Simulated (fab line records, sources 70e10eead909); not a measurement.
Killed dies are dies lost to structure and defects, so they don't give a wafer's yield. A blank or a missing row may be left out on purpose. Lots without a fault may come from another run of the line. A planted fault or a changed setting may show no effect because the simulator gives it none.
Which tool did it? | flow nand_harc | 23 lots, 69 wafers sampled, at 6 steps of a route of 1302

WHAT THE GAUGES READ, wafer by wafer
The record holds no reading of a measuring or inspecting step that can be judged against a usual standard deviation.

WHICH TOOL RAN EACH LOT (tool, then ch and the chambers of the sampled wafers, then the start)
lot  | NHARC_A_STAIRCASE_TRIM_191                    | NHARC_A_STAIRCASE_ETCH_194                    | NHARC_A_STAIRCASE_TRIM_202                    | NHARC_A_STAIRCASE_TRIM_220         | NHARC_A_STAIRCASE_TRIM_224     | NHARC_A_STAIRCASE_ETCH_227
L075 | rie_diel-08 ch 0,1, day 16 04:32 or earlier   | rie_diel-08 ch 0,1,2, day 16 04:32 or earlier | rie_diel-08 ch 1,2, day 16 04:32 or earlier   | rie_diel-10 ch 0,1,3, day 16 04:32 | rie_diel-10 ch 2,3, no start   | rie_diel-10 ch 0,3, no start
L074 | rie_diel-07 ch 0,1,3, day 16 07:47 or earlier | rie_diel-07 ch 0,1,3, day 16 07:47 or earlier | rie_diel-07 ch 1,2,3, day 16 07:47 or earlier | rie_diel-10 ch 1,2,3, day 16 07:47 | rie_diel-10 ch 0,1,2, no start | rie_diel-10 ch 0,2,3, no start
L077 | rie_diel-07 ch 0,2,3, day 17 15:16 or earlier | rie_diel-07 ch 0,1,2, day 17 15:16 or earlier | rie_diel-07 ch 0,3, day 17 15:16 or earlier   | rie_diel-10 ch 2,3, day 17 15:16   | rie_diel-10 ch 2,3, no start   | rie_diel-10 ch 0,3, no start
L079 | rie_diel-07 ch 0,1,3, day 18 02:28 or earlier | rie_diel-07 ch 1,2,3, day 18 02:28 or earlier | rie_diel-07 ch 0,1,2, day 18 02:28 or earlier | rie_diel-07 ch 0,1,2, day 18 02:28 | rie_diel-07 ch 0,2, no start   | rie_diel-07 ch 2,3, no start
L078 | rie_diel-10 ch 0,1,2, day 18 03:05 or earlier | rie_diel-10 ch 1,2,3, day 18 03:05 or earlier | rie_diel-10 ch 1,2,3, day 18 03:05 or earlier | rie_diel-08 ch 0,2,3, day 18 03:05 | rie_diel-08 ch 0,2,3, no start | rie_diel-08 ch 1,2,3, no start
L080 | rie_diel-08 ch 1,2, day 19 05:37 or earlier   | rie_diel-08 ch 0,3, day 19 05:37 or earlier   | rie_diel-08 ch 0,1, day 19 05:37 or earlier   | rie_diel-07 ch 2,3, day 19 05:37   | rie_diel-07 ch 0,1, no start   | rie_diel-07 ch 1,2,3, no start
L081 | rie_diel-10 ch 0,1,3, day 19 07:52 or earlier | rie_diel-10 ch 1,2,3, day 19 07:52 or earlier | rie_diel-10 ch 0,2, day 19 07:52 or earlier   | rie_diel-08 ch 0,1,2, day 19 07:52 | rie_diel-08 ch 0,1,3, no start | rie_diel-08 ch 0,1,2, no start
L082 | rie_diel-08 ch 0,1,2, day 19 10:52 or earlier | rie_diel-08 ch 0,3, day 19 10:52 or earlier   | rie_diel-08 ch 0,2,3, day 19 10:52 or earlier | rie_diel-10 ch 0,2, day 19 10:52   | rie_diel-10 ch 0,1, no start   | rie_diel-10 ch 0,2,3, no start
L083 | rie_diel-10 ch 0,1, day 20 02:30 or earlier   | rie_diel-10 ch 0,3, day 20 02:30 or earlier   | rie_diel-10 ch 1,2,3, day 20 02:30 or earlier | rie_diel-08 ch 0,2,3, day 20 02:30 | rie_diel-08 ch 0,2, no start   | rie_diel-08 ch 0,1,3, no start
L084 | rie_diel-10 ch 0,2,3, day 21 02:29 or earlier | rie_diel-10 ch 0,1,2, day 21 02:29 or earlier | rie_diel-10 ch 0,1, day 21 02:29 or earlier   | rie_diel-10 ch 1,3, day 21 02:29   | rie_diel-10 ch 1,2, no start   | rie_diel-10 ch 0,1,2, no start
L086 | rie_diel-10 ch 0,1, day 21 03:58 or earlier   | rie_diel-10 ch 0,1,3, day 21 03:58 or earlier | rie_diel-08 ch 0,1,3, day 21 03:58 or earlier | rie_diel-10 ch 1,2,3, day 21 03:58 | rie_diel-10 ch 1,2,3, no start | rie_diel-10 ch 1,3, no start
L085 | rie_diel-08 ch 0,1,3, day 21 04:55 or earlier | rie_diel-08 ch 2,3, day 21 04:55 or earlier   | rie_diel-08 ch 1,2, day 21 04:55 or earlier   | rie_diel-07 ch 0,3, day 21 04:55   | rie_diel-07 ch 0,1,2, no start | rie_diel-07 ch 0,1,3, no start
L087 | rie_diel-08 ch 0,1,3, day 21 12:22 or earlier | rie_diel-08 ch 0,1,2, day 21 12:22 or earlier | rie_diel-07 ch 0,2,3, day 21 12:22 or earlier | rie_diel-10 ch 0,2,3, day 21 12:22 | rie_diel-10 ch 0,2,3, no start | rie_diel-10 ch 0,1,2, no start
L088 | rie_diel-10 ch 0,2,3, day 22 09:35 or earlier | rie_diel-10 ch 1,2,3, day 22 09:35 or earlier | rie_diel-10 ch 0,1,2, day 22 09:35 or earlier | rie_diel-07 ch 0,2,3, day 22 09:35 | rie_diel-07 ch 0,3, no start   | rie_diel-07 ch 2,3, no start
L089 | rie_diel-07 ch 1,2,3, day 22 09:50 or earlier | rie_diel-07 ch 0,1,2, day 22 09:50 or earlier | rie_diel-07 ch 0,1,3, day 22 09:50 or earlier | rie_diel-08 ch 0,2,3, day 22 09:50 | rie_diel-08 ch 0,1,2, no start | rie_diel-08 ch 0,1,2, no start
L091 | rie_diel-08 ch 1,2,3, day 22 17:32 or earlier | rie_diel-08 ch 0,1,3, day 22 17:32 or earlier | rie_diel-08 ch 0,2,3, day 22 17:32 or earlier | rie_diel-07 ch 0,1,2, day 22 17:32 | rie_diel-07 ch 0,2,3, no start | rie_diel-07 ch 1,2,3, no start
L090 | rie_diel-08 ch 0,1,3, day 22 19:27 or earlier | rie_diel-08 ch 1,2, day 22 19:27 or earlier   | rie_diel-07 ch 1,2,3, day 22 19:27 or earlier | rie_diel-07 ch 0,2,3, day 22 19:27 | rie_diel-07 ch 0,1,2, no start | rie_diel-07 ch 0,1,2, no start
L093 | rie_diel-07 ch 0,2,3, day 23 14:16 or earlier | rie_diel-07 ch 0,3, day 23 14:16 or earlier   | rie_diel-07 ch 0,1,3, day 23 14:16 or earlier | rie_diel-07 ch 0,1, day 23 14:16   | rie_diel-07 ch 0,1,3, no start | rie_diel-07 ch 0,1,3, no start
L092 | rie_diel-10 ch 1,2,3, day 23 19:07 or earlier | rie_diel-10 ch 0,2,3, day 23 19:07 or earlier | rie_diel-07 ch 0,1,3, day 23 19:07 or earlier | rie_diel-10 ch 0,1,2, day 23 19:07 | rie_diel-10 ch 0,1,2, no start | rie_diel-10 ch 0,2,3, no start
L094 | rie_diel-07 ch 0,1, day 24 19:31 or earlier   | rie_diel-07 ch 0,1,3, day 24 19:31 or earlier | rie_diel-07 ch 0,1, day 24 19:31 or earlier   | rie_diel-10 ch 0,3, day 24 19:31   | rie_diel-10 ch 0,1,3, no start | rie_diel-10 ch 2,3, no start
L095 | rie_diel-10 ch 0,1,2, day 25 13:26 or earlier | rie_diel-10 ch 0,3, day 25 13:26 or earlier   | rie_diel-07 ch 0,1, day 25 13:26 or earlier   | rie_diel-08 ch 1,3, day 25 13:26   | rie_diel-08 ch 0,1,2, no start | rie_diel-08 ch 0,3, no start
L096 | rie_diel-08 ch 1,2,3, day 25 15:59 or earlier | rie_diel-08 ch 0,2,3, day 25 15:59 or earlier | rie_diel-07 ch 0,1,3, day 25 15:59 or earlier | rie_diel-07 ch 0,1,2, day 25 15:59 | rie_diel-07 ch 1,3, no start   | rie_diel-07 ch 2,3, no start
L097 | rie_diel-07 ch 1,2, day 25 21:59 or earlier   | rie_diel-07 ch 1,2,3, day 25 21:59 or earlier | rie_diel-07 ch 1,2,3, day 25 21:59 or earlier | rie_diel-08 ch 1,2, day 25 21:59   | rie_diel-08 ch 0,1,2, no start | rie_diel-08 ch 0,1,3, no start
- NHARC_A_STAIRCASE_TRIM_191: chemistry O2, time 211.2 s.
- NHARC_A_STAIRCASE_ETCH_194: etches the open film in C4F8/O2, target depth 100 nm, time 40.5 s.
- NHARC_A_STAIRCASE_TRIM_202: chemistry O2, time 211.2 s.
- NHARC_A_STAIRCASE_TRIM_220: chemistry O2, time 211.2 s.
- NHARC_A_STAIRCASE_TRIM_224: chemistry O2, time 211.2 s.
- NHARC_A_STAIRCASE_ETCH_227: etches the open film in C4F8/O2, target depth 100 nm, time 40.5 s.

WHAT THE TOOLS THEMSELVES READ (means of the sampled wafers that have a number; where no wafer has one, the mark that the record gives instead)
NHARC_A_STAIRCASE_TRIM_191.
lot  | tool        | drypump_motor_current_A (A) | oes_product_au (a.u.) | rf_vpp_V (V) | showerhead_plenum_p_Torr (Torr) | throttle_valve_pct (%)
L075 | rie_diel-08 | 6.1                         | 0.992                 | 58.9         | 3.66                            | 17.037
L074 | rie_diel-07 | 5.6                         | 0.986                 | 58.1         | 3.45                            | 17.046
L077 | rie_diel-07 | 5.9                         | 0.992                 | 58.4         | 3.50                            | 17.041
L079 | rie_diel-07 | 5.6                         | 0.995                 | 57.7         | 3.45                            | 17.044
L078 | rie_diel-10 | 5.5                         | 1.006                 | 57.9         | 3.43                            | 17.041
L080 | rie_diel-08 | 6.5                         | 1.014                 | 58.4         | 3.59                            | 17.042
L081 | rie_diel-10 | 5.4                         | 1.001                 | 57.5         | 3.44                            | 17.033
L082 | rie_diel-08 | 6.4                         | 1.009                 | 58.0         | 3.62                            | 17.033
L083 | rie_diel-10 | 5.4                         | 1.005                 | 57.8         | 3.45                            | 17.041
L084 | rie_diel-10 | 5.5                         | 1.011                 | 57.3         | 3.35                            | 17.021
L086 | rie_diel-10 | 5.4                         | 1.004                 | 58.3         | 3.44                            | 17.025
L085 | rie_diel-08 | 6.1                         | 1.009                 | 57.7         | 3.52                            | 17.027
L087 | rie_diel-08 | 6.1                         | 1.017                 | 58.0         | 3.52                            | 17.039
L088 | rie_diel-10 | 5.5                         | 1.008                 | 57.8         | 3.35                            | 17.032
L089 | rie_diel-07 | 5.6                         | 0.992                 | 57.0         | 3.59                            | 17.038
L091 | rie_diel-08 | 6.3                         | 1.000                 | 58.2         | 3.49                            | 17.030
L090 | rie_diel-08 | 6.1                         | 1.003                 | 58.4         | 3.52                            | 17.039
L093 | rie_diel-07 | 5.9                         | 0.998                 | 57.6         | 3.48                            | 17.031
L092 | rie_diel-10 | 5.5                         | 1.005                 | 57.3         | 3.39                            | 17.034
L094 | rie_diel-07 | 5.8                         | 1.011                 | 57.4         | 3.39                            | 17.041
L095 | rie_diel-10 | 5.5                         | 1.008                 | 57.4         | 3.39                            | 17.031
L096 | rie_diel-08 | 6.3                         | 1.001                 | 57.7         | 3.48                            | 17.027
L097 | rie_diel-07 | 5.6                         | 0.998                 | 58.6         | 3.65                            | 17.044

NHARC_A_STAIRCASE_ETCH_194.
lot  | tool        | oes_product_au (a.u.) | rf_vpp_V (V)
L075 | rie_diel-08 | 0.940                 | 900
L074 | rie_diel-07 | 0.942                 | 893
L077 | rie_diel-07 | 0.929                 | 898
L079 | rie_diel-07 | 0.935                 | 899
L078 | rie_diel-10 | 0.944                 | 893
L080 | rie_diel-08 | 0.946                 | 894
L081 | rie_diel-10 | 0.955                 | 892
L082 | rie_diel-08 | 0.943                 | 895
L083 | rie_diel-10 | 0.950                 | 890
L084 | rie_diel-10 | 0.932                 | 892
L086 | rie_diel-10 | 0.944                 | 892
L085 | rie_diel-08 | 0.954                 | 897
L087 | rie_diel-08 | 0.958                 | 898
L088 | rie_diel-10 | 0.959                 | 891
L089 | rie_diel-07 | 0.936                 | 897
L091 | rie_diel-08 | 0.952                 | 895
L090 | rie_diel-08 | 0.950                 | 898
L093 | rie_diel-07 | 0.948                 | 888
L092 | rie_diel-10 | 0.949                 | 889
L094 | rie_diel-07 | 0.945                 | 892
L095 | rie_diel-10 | 0.953                 | 890
L096 | rie_diel-08 | 0.940                 | 897
L097 | rie_diel-07 | 0.939                 | 897

NHARC_A_STAIRCASE_TRIM_202.
lot  | tool        | drypump_motor_current_A (A) | oes_product_au (a.u.) | rf_vpp_V (V) | showerhead_plenum_p_Torr (Torr) | throttle_valve_pct (%)
L075 | rie_diel-08 | 6.6                         | 1.007                 | 57.5         | 3.54                            | 17.040
L074 | rie_diel-07 | 5.7                         | 0.993                 | 57.8         | 3.61                            | 17.029
L077 | rie_diel-07 | 5.6                         | 0.993                 | 58.5         | 3.37                            | 17.030
L079 | rie_diel-07 | 5.8                         | 0.987                 | 57.6         | 3.58                            | 17.038
L078 | rie_diel-10 | 5.5                         | 1.001                 | 57.7         | 3.42                            | 17.047
L080 | rie_diel-08 | 6.4                         | 1.019                 | 58.0         | 3.55                            | 17.035
L081 | rie_diel-10 | 5.5                         | 1.014                 | 57.1         | 3.34                            | 17.030
L082 | rie_diel-08 | 6.0                         | 1.006                 | 57.5         | 3.60                            | 17.038
L083 | rie_diel-10 | 5.5                         | 1.007                 | 56.9         | 3.41                            | 17.037
L084 | rie_diel-10 | 5.4                         | 1.006                 | 57.2         | 3.49                            | 17.031
L086 | rie_diel-08 | 6.1                         | 1.003                 | 57.6         | 3.52                            | 17.048
L085 | rie_diel-08 | 6.6                         | 1.014                 | 57.3         | 3.52                            | 17.044
L087 | rie_diel-07 | 5.9                         | 0.996                 | 57.2         | 3.48                            | 17.036
L088 | rie_diel-10 | 5.5                         | 1.018                 | 57.9         | 3.41                            | 17.031
L089 | rie_diel-07 | 5.6                         | 1.004                 | 58.1         | 3.43                            | 17.042
L091 | rie_diel-08 | 6.0                         | 0.997                 | 58.1         | 3.58                            | 17.033
L090 | rie_diel-07 | 5.7                         | 0.988                 | 58.2         | 3.58                            | 17.030
L093 | rie_diel-07 | 5.6                         | 0.996                 | 57.5         | 3.43                            | 17.041
L092 | rie_diel-07 | 5.6                         | 0.996                 | 57.5         | 3.42                            | 17.045
L094 | rie_diel-07 | 5.8                         | 1.003                 | 56.9         | 3.39                            | 17.040
L095 | rie_diel-07 | 5.5                         | 1.002                 | 58.4         | 3.50                            | 17.039
L096 | rie_diel-07 | 5.6                         | 1.002                 | 56.7         | 3.42                            | 17.040
L097 | rie_diel-07 | 5.6                         | 0.993                 | 57.7         | 3.57                            | 17.038

NHARC_A_STAIRCASE_TRIM_220.
lot  | tool        | drypump_motor_current_A (A) | oes_product_au (a.u.) | rf_vpp_V (V) | showerhead_plenum_p_Torr (Torr) | throttle_valve_pct (%)
L075 | rie_diel-10 | 5.4                         | 0.990                 | 56.8         | 3.45                            | 17.041
L074 | rie_diel-10 | 5.4                         | 0.999                 | 57.7         | 3.42                            | 17.032
L077 | rie_diel-10 | 5.5                         | 1.011                 | 57.1         | 3.34                            | 17.038
L079 | rie_diel-07 | 5.8                         | 0.988                 | 58.1         | 3.58                            | 17.036
L078 | rie_diel-08 | 6.1                         | 1.003                 | 57.9         | 3.60                            | 17.034
L080 | rie_diel-07 | 5.9                         | 0.998                 | 58.0         | 3.65                            | 17.032
L081 | rie_diel-08 | 6.4                         | 1.001                 | 57.7         | 3.62                            | 17.043
L082 | rie_diel-10 | 5.5                         | 1.008                 | 57.0         | 3.37                            | 17.039
L083 | rie_diel-08 | 6.1                         | 1.013                 | 57.8         | 3.59                            | 17.034
L084 | rie_diel-10 | 5.4                         | 1.005                 | 57.7         | 3.48                            | 17.037
L086 | rie_diel-10 | 5.4                         | 1.007                 | 57.6         | 3.40                            | 17.040
L085 | rie_diel-07 | 5.7                         | 0.993                 | 57.3         | 3.35                            | 17.039
L087 | rie_diel-10 | 5.5                         | 1.005                 | 57.5         | 3.35                            | 17.036
L088 | rie_diel-07 | 5.9                         | 1.003                 | 57.4         | 3.48                            | 17.041
L089 | rie_diel-08 | 6.1                         | 0.996                 | 58.1         | 3.58                            | 17.036
L091 | rie_diel-07 | 5.8                         | 0.999                 | 58.0         | 3.56                            | 17.043
L090 | rie_diel-07 | 5.8                         | 1.000                 | 57.5         | 3.48                            | 17.032
L093 | rie_diel-07 | 5.5                         | 0.993                 | 58.0         | 3.51                            | 17.044
L092 | rie_diel-10 | 5.4                         | 1.010                 | 57.7         | 3.41                            | 17.041
L094 | rie_diel-10 | 5.4                         | 1.001                 | 56.9         | 3.35                            | 17.040
L095 | rie_diel-08 | 6.0                         | 1.000                 | 57.7         | 3.39                            | 17.043
L096 | rie_diel-07 | 5.8                         | 1.007                 | 58.9         | 3.55                            | 17.032
L097 | rie_diel-08 | 6.6                         | 1.008                 | 57.3         | 3.50                            | 17.041

NHARC_A_STAIRCASE_TRIM_224.
lot  | tool        | drypump_motor_current_A (A) | oes_product_au (a.u.) | rf_vpp_V (V) | showerhead_plenum_p_Torr (Torr) | throttle_valve_pct (%)
L075 | rie_diel-10 | 5.5                         | 1.007                 | 57.7         | 3.36                            | 17.035
L074 | rie_diel-10 | 5.4                         | 1.001                 | 57.0         | 3.43                            | 17.027
L077 | rie_diel-10 | 5.5                         | 0.995                 | 56.5         | 3.36                            | 17.034
L079 | rie_diel-07 | 6.1                         | 0.983                 | 57.8         | 3.63                            | 17.043
L078 | rie_diel-08 | 6.1                         | 1.001                 | 58.2         | 3.60                            | 17.028
L080 | rie_diel-07 | 5.5                         | 0.998                 | 57.6         | 3.52                            | 17.038
L081 | rie_diel-08 | 6.1                         | 1.013                 | 58.1         | 3.53                            | 17.036
L082 | rie_diel-10 | 5.4                         | 1.007                 | 58.6         | 3.45                            | 17.027
L083 | rie_diel-08 | 6.1                         | 1.005                 | 58.9         | 3.71                            | 17.039
L084 | rie_diel-10 | 5.4                         | 1.007                 | 58.0         | 3.47                            | 17.037
L086 | rie_diel-10 | 5.4                         | 1.005                 | 58.0         | 3.40                            | 17.042
L085 | rie_diel-07 | 5.8                         | 1.007                 | 57.6         | 3.57                            | 17.044
L087 | rie_diel-10 | 5.6                         | 1.015                 | 58.0         | 3.35                            | 17.036
L088 | rie_diel-07 | 5.7                         | 0.998                 | 57.9         | 3.35                            | 17.034
L089 | rie_diel-08 | 6.3                         | 1.009                 | 58.1         | 3.61                            | 17.036
L091 | rie_diel-07 | 5.9                         | 1.001                 | 57.7         | 3.48                            | 17.034
L090 | rie_diel-07 | 5.8                         | 0.999                 | 58.6         | 3.56                            | 17.038
L093 | rie_diel-07 | 5.6                         | 1.000                 | 57.0         | 3.43                            | 17.041
L092 | rie_diel-10 | 5.5                         | 1.008                 | 58.3         | 3.41                            | 17.043
L094 | rie_diel-10 | 5.4                         | 0.997                 | 57.7         | 3.41                            | 17.035
L095 | rie_diel-08 | 6.4                         | 1.005                 | 57.4         | 3.60                            | 17.028
L096 | rie_diel-07 | 5.4                         | 0.994                 | 58.3         | 3.44                            | 17.042
L097 | rie_diel-08 | 6.3                         | 0.999                 | 57.6         | 3.59                            | 17.037

NHARC_A_STAIRCASE_ETCH_227.
lot  | tool        | oes_product_au (a.u.) | rf_vpp_V (V)
L075 | rie_diel-10 | 0.948                 | 891
L074 | rie_diel-10 | 0.960                 | 890
L077 | rie_diel-10 | 0.948                 | 891
L079 | rie_diel-07 | 0.929                 | 901
L078 | rie_diel-08 | 0.949                 | 895
L080 | rie_diel-07 | 0.946                 | 897
L081 | rie_diel-08 | 0.957                 | 900
L082 | rie_diel-10 | 0.955                 | 889
L083 | rie_diel-08 | 0.952                 | 896
L084 | rie_diel-10 | 0.950                 | 892
L086 | rie_diel-10 | 0.943                 | 895
L085 | rie_diel-07 | 0.938                 | 893
L087 | rie_diel-10 | 0.951                 | 891
L088 | rie_diel-07 | 0.929                 | 895
L089 | rie_diel-08 | 0.954                 | 898
L091 | rie_diel-07 | 0.941                 | 898
L090 | rie_diel-07 | 0.943                 | 898
L093 | rie_diel-07 | 0.929                 | 892
L092 | rie_diel-10 | 0.953                 | 889
L094 | rie_diel-10 | 0.950                 | 889
L095 | rie_diel-08 | 0.937                 | 898
L096 | rie_diel-07 | 0.939                 | 900
L097 | rie_diel-08 | 0.948                 | 895

THE ANSWER, worked out from the rows above alone
Rule: what is usual is taken from the lots themselves. Put in order of their means at a reading, lots are off if they are a third of the lots or fewer, leave a main group of 4 or more, and stand apart from it by a gap of 3 or more times the standard deviation of the main group's means; of several such gaps the widest counts. A main group whose means are all the same, to the digits that the tables above print for the reading, isn't used. A lot without any number at a reading at which 4 lots or more have one is off too. The other lots that the step has rows for count as sound. The gauges are gone through in route order, then the tools' own readings, and for those a lot's mean is taken as printed above. The first step at which some lot is off is used, and at that step the reading that is off furthest; a lot without a number counts as furthest.
No lot is off at any reading shown: from this, nothing can be told.

WHAT THE SIMULATOR HAD PUT IN
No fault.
